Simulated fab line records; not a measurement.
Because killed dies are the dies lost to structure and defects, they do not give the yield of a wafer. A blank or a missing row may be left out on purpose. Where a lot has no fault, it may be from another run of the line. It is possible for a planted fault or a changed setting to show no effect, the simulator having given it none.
Comparing a struck lot with a sound one | flow nandHarc | 14 steps out of a route of 1302
Sound: these wafers, L376.1, L376.3, L376.4. Struck: wafers L382.4, L382.5 (left out: L382.3, a lot-mate that was not struck); the cause follows at the end.
Order at every step that has rows: each side's tool, ch and its chambers, its first start. Under that, the readings that differ: sound wafers | struck wafers | difference of the means | sigmas: that difference in standard deviations of wafers without a fault.
alike: words and numbers the same on both sides, and readings whose means are apart by under 2 such deviations; not compared: readings that were withheld, readings missing a value for some wafer, numbers with overlapping values and no deviation given by the record, and bounds like >300 which may hide the same value.
Wherever a step has rows on one side only, a row that says differs or no value, or a row with sigmas, the two part there. Non-overlapping numbers with no deviation appear without sigmas and do not part them. Lack of a reading on every wafer of one side parts them only where that side has two or more wafers.

NHARC_A_M0_CMP_23: polishes, t overpolish 20 s, target thk 113.75 nm.
  sound on cmp-04 ch 0,1,2, day 25 02:59; struck on cmp-04 ch 1,3, day 27 17:07
reading             | sound          | struck    | difference | sigmas
timeToEndpointS (s) | 25.1 24.1 23.5 | 30.3 31.4 | +6.6       | +2
  alike: motorCurrentA
  not compared: padLifeWafers
NHARC_A_M0_THK_MEAS_24: measures by xrf.
  sound on filmMetro-02 at day 25 03:17; struck on filmMetro-01 at day 27 17:23
  alike: thkNm
then, 1 step without rows for these wafers: NHARC_A_M0_SRD_25.
NHARC_A_M0_INSPECT_27:
  sound on defectInspect-02 at day 25 03:28; struck on defectInspect-01 at day 27 17:32
  alike: rawDefectCount
NHARC_A_M0_PRE_CLEAN_31: time 12 s.
  sound on pecvd-02 ch 0,2, day 25 03:32; struck on pecvd-01 ch 0,2, day 27 17:37
  alike: heaterPowerW, rfFwdPowerW
NHARC_A_M0_DEP_32: deposits SiCN, target thk 30 nm.
  sound on pecvd-02 ch 0,2, day 25 03:37; struck on pecvd-01 ch 0,2, day 27 17:43
  alike: heaterPowerW, rfFwdPowerW
then, 5 steps without rows for these wafers: NHARC_A_M1_DEP_00 (deposits SiOC, target thk 182.5 nm); NHARC_A_M1_DEHYDRATE_01 (time 120 s); NHARC_A_M1_HMDS_02 (time 30 s); NHARC_A_M1_COAT_34 (time 65 s); NHARC_A_M1_COAT_03 (resist thk 90 nm).
NHARC_A_M1_SOFTBAKE_04: time 55 s.
  sound on lithoTrack-01 ch 0, day 25 04:00; struck on lithoTrack-01 ch 0, day 27 18:00
reading               | sound                | struck        | difference | sigmas
heaterPowerTotalW (W) | 188.49 188.41 188.38 | 194.68 194.33 | +6.08      | +41
  alike: chillPlateTempC, exhaustPa
then, 1 step without rows for these wafers: NHARC_A_M1_EBR_05.
NHARC_END_SORT_01:
  sound on prober-02 ch 0, day 26 17:25; struck on prober-01 ch 0, day 29 09:09
  alike: defectLimitedYield, killedAtArray, killedAtOther, killedAtPeriphery, killedDies, killedOpen, killedShort, sort_bin_2_pct, sort_bin_3_pct, sort_bin_4_pct, sortNPass, sortRimYieldPct, sortYieldPct

## WHERE THEY PART
Earliest at NHARC_A_M0_CMP_23; latest, in this record, at NHARC_A_M1_SOFTBAKE_04. Later steps at which nothing parts them and some readings are alike: NHARC_END_SORT_01.

WHY: the cause the simulator had injected
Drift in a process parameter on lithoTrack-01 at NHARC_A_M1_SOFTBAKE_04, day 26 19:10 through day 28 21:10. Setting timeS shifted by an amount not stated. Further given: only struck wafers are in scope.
